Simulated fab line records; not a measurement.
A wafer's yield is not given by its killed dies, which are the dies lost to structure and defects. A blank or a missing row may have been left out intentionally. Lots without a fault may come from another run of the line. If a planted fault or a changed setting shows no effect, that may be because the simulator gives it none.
Matching of chambers / flow n5_finfet / N5_BEOL_M9_VIA_ETCH_34 on rie_diel-03: 4 sister chambers
The step etches SiCOH lowk in C4F6/O2, target depth 182.4 nm, time 68.4 s. 20 wafers are shown with their chamber, then 10 later ones without.

== WAFERS PAIRED WITH THEIR CHAMBERS ==
wafer=L075.1; chamber=1; throttle_valve_pct (%)=21.33; drypump_motor_current_A (A)=6.0; showerhead_plenum_p_Torr (Torr)=2.93
wafer=L075.2; chamber=3; throttle_valve_pct (%)=20.74; drypump_motor_current_A (A)=6.6; showerhead_plenum_p_Torr (Torr)=2.91
wafer=L075.5; chamber=3; throttle_valve_pct (%)=20.75; drypump_motor_current_A (A)=6.6; showerhead_plenum_p_Torr (Torr)=2.91
wafer=L078.1; chamber=2; throttle_valve_pct (%)=20.81; drypump_motor_current_A (A)=5.8; showerhead_plenum_p_Torr (Torr)=2.85
wafer=L078.3; chamber=1; throttle_valve_pct (%)=21.34; drypump_motor_current_A (A)=6.1; showerhead_plenum_p_Torr (Torr)=2.93
wafer=L078.6; chamber=2; throttle_valve_pct (%)=20.81; drypump_motor_current_A (A)=5.8; showerhead_plenum_p_Torr (Torr)=2.85
wafer=L080.3; chamber=0; throttle_valve_pct (%)=20.68; drypump_motor_current_A (A)=4.9; showerhead_plenum_p_Torr (Torr)=2.85
wafer=L080.4; chamber=1; throttle_valve_pct (%)=21.34; drypump_motor_current_A (A)=6.0; showerhead_plenum_p_Torr (Torr)=2.93
wafer=L080.5; chamber=1; throttle_valve_pct (%)=21.35; drypump_motor_current_A (A)=6.0; showerhead_plenum_p_Torr (Torr)=2.93
wafer=L082.1; chamber=3; throttle_valve_pct (%)=20.77; drypump_motor_current_A (A)=6.6; showerhead_plenum_p_Torr (Torr)=2.91
wafer=L082.2; chamber=2; throttle_valve_pct (%)=20.81; drypump_motor_current_A (A)=5.7; showerhead_plenum_p_Torr (Torr)=2.85
wafer=L082.5; chamber=2; throttle_valve_pct (%)=20.80; drypump_motor_current_A (A)=5.7; showerhead_plenum_p_Torr (Torr)=2.85
wafer=L084.2; chamber=2; throttle_valve_pct (%)=20.82; drypump_motor_current_A (A)=5.8; showerhead_plenum_p_Torr (Torr)=2.85
wafer=L084.4; chamber=0; throttle_valve_pct (%)=20.68; drypump_motor_current_A (A)=4.9; showerhead_plenum_p_Torr (Torr)=2.84
wafer=L084.6; chamber=1; throttle_valve_pct (%)=21.36; drypump_motor_current_A (A)=6.1; showerhead_plenum_p_Torr (Torr)=2.92
wafer=L089.1; chamber=1; throttle_valve_pct (%)=21.36; drypump_motor_current_A (A)=6.0; showerhead_plenum_p_Torr (Torr)=2.92
wafer=L089.2; chamber=0; throttle_valve_pct (%)=20.70; drypump_motor_current_A (A)=4.9; showerhead_plenum_p_Torr (Torr)=2.84
wafer=L089.3; chamber=2; throttle_valve_pct (%)=20.82; drypump_motor_current_A (A)=5.7; showerhead_plenum_p_Torr (Torr)=2.84
wafer=L088.1; chamber=3; throttle_valve_pct (%)=20.79; drypump_motor_current_A (A)=6.7; showerhead_plenum_p_Torr (Torr)=2.90
wafer=L088.4; chamber=0; throttle_valve_pct (%)=20.71; drypump_motor_current_A (A)=4.9; showerhead_plenum_p_Torr (Torr)=2.84

SIGNATURES, as means of the wafers listed above
reading=throttle_valve_pct; chamber 0=20.6925; chamber 1=21.3467; chamber 2=20.8117; chamber 3=20.7625; scatter within a chamber=0.0141
reading=drypump_motor_current_A; chamber 0=4.900; chamber 1=6.033; chamber 2=5.750; chamber 3=6.625; scatter within a chamber=0.0473
reading=showerhead_plenum_p_Torr; chamber 0=2.8425; chamber 1=2.9267; chamber 2=2.8483; chamber 3=2.9075; scatter within a chamber=0.00479
Rule: a wafer lies at a distance from a chamber equal to the root of the sum of squares, over the readings, of (its reading less the chamber's mean, divided by the reading's scatter). If the next closest chamber is less than 2 further off than the closest, the wafer can't be placed; otherwise it belongs to the closest. The scatter is the square root of a quotient: the sum, over the shown wafers, of each reading's squared deviation from its chamber's mean, divided by wafers minus chambers.

== WAFERS WHOSE CHAMBER IS MISSING ==
wafer=L088.6; throttle_valve_pct (%)=21.38; drypump_motor_current_A (A)=6.0; showerhead_plenum_p_Torr (Torr)=2.92
wafer=L091.2; throttle_valve_pct (%)=20.72; drypump_motor_current_A (A)=4.9; showerhead_plenum_p_Torr (Torr)=2.83
wafer=L091.4; throttle_valve_pct (%)=20.85; drypump_motor_current_A (A)=5.7; showerhead_plenum_p_Torr (Torr)=2.84
wafer=L091.6; throttle_valve_pct (%)=20.82; drypump_motor_current_A (A)=6.7; showerhead_plenum_p_Torr (Torr)=2.90
wafer=L095.2; throttle_valve_pct (%)=20.81; drypump_motor_current_A (A)=6.6; showerhead_plenum_p_Torr (Torr)=2.89
wafer=L095.3; throttle_valve_pct (%)=20.85; drypump_motor_current_A (A)=5.8; showerhead_plenum_p_Torr (Torr)=2.83
wafer=L095.4; throttle_valve_pct (%)=20.72; drypump_motor_current_A (A)=4.9; showerhead_plenum_p_Torr (Torr)=2.83
wafer=L097.1; throttle_valve_pct (%)=20.82; drypump_motor_current_A (A)=6.7; showerhead_plenum_p_Torr (Torr)=2.89
wafer=L097.2; throttle_valve_pct (%)=20.74; drypump_motor_current_A (A)=4.9; showerhead_plenum_p_Torr (Torr)=2.83
wafer=L097.3; throttle_valve_pct (%)=20.87; drypump_motor_current_A (A)=5.8; showerhead_plenum_p_Torr (Torr)=2.83

== WHICH CHAMBER EACH WENT THROUGH ==
wafer=L088.6; from the rows above=1; in truth=1
wafer=L091.2; from the rows above=0; in truth=0
wafer=L091.4; from the rows above=2; in truth=2
wafer=L091.6; from the rows above=3; in truth=3
wafer=L095.2; from the rows above=3; in truth=3
wafer=L095.3; from the rows above=2; in truth=2
wafer=L095.4; from the rows above=0; in truth=0
wafer=L097.1; from the rows above=3; in truth=3
wafer=L097.2; from the rows above=0; in truth=0
wafer=L097.3; from the rows above=2; in truth=2
Correct placement for 10 of the 10. Left unplaced by these rows: 0. Number placed wrongly: 0.
